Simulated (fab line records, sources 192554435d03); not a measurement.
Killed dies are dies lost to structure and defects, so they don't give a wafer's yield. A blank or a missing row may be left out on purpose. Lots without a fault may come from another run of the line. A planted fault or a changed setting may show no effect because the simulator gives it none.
Chamber matching | flow n5_finfet | N5_BEOL_M13_ETCH_38 on rie_diel-03: 4 sister chambers
The step etches SiCN in CF4/N2, target depth 67.5 nm, time 71.9 s. 8 wafers are shown with their chamber, then 8 later ones without.

WAFERS WITH THEIR CHAMBER
wafer  | chamber | showerhead_plenum_p_Torr (Torr) | throttle_valve_pct (%)
L083.1 | 3       | 2.23                            | 15.02
L083.4 | 2       | 2.15                            | 15.35
L086.4 | 0       | 2.25                            | 15.37
L086.5 | 2       | 2.15                            | 15.34
L090.2 | 3       | 2.23                            | 15.00
L090.4 | 0       | 2.25                            | 15.41
L090.6 | 1       | 2.27                            | 15.73
L089.1 | 1       | 2.26                            | 15.73

WAFERS WITHOUT THEIR CHAMBER
wafer  | showerhead_plenum_p_Torr (Torr) | throttle_valve_pct (%)
L089.3 | 2.24                            | 15.39
L089.5 | 2.14                            | 15.38
L094.2 | 2.24                            | 15.41
L094.4 | 2.26                            | 15.23
L094.6 | 2.23                            | 15.02
L096.2 | 2.26                            | 15.25
L096.4 | 2.24                            | 15.42
L096.6 | 2.14                            | 15.41

WHICH CHAMBER EACH WENT THROUGH
wafer  | from the rows above | in truth
L089.3 | 0                   | 0
L089.5 | 2                   | 2
L094.2 | 0                   | 0
L094.4 | 0                   | 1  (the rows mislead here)
L094.6 | 3                   | 3
L096.2 | 0                   | 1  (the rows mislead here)
L096.4 | 0                   | 0
L096.6 | 2                   | 2
Placed correctly: 6 of 8. Can't be placed from these rows: 0. Placed wrongly: 2.
How it was worked out, from the rows above alone: a wafer's distance from a chamber is the root of the sum, over the readings, of the square of ((its reading less the chamber's mean) divided by the reading's scatter). The wafer belongs to the nearest chamber; if the next one is less than 2 further off, it can't be placed. A chamber's mean is the mean of its shown wafers. The scatter: the root of (the sum of the squares of (reading less its chamber's mean) over the shown wafers, divided by (wafers less chambers)).
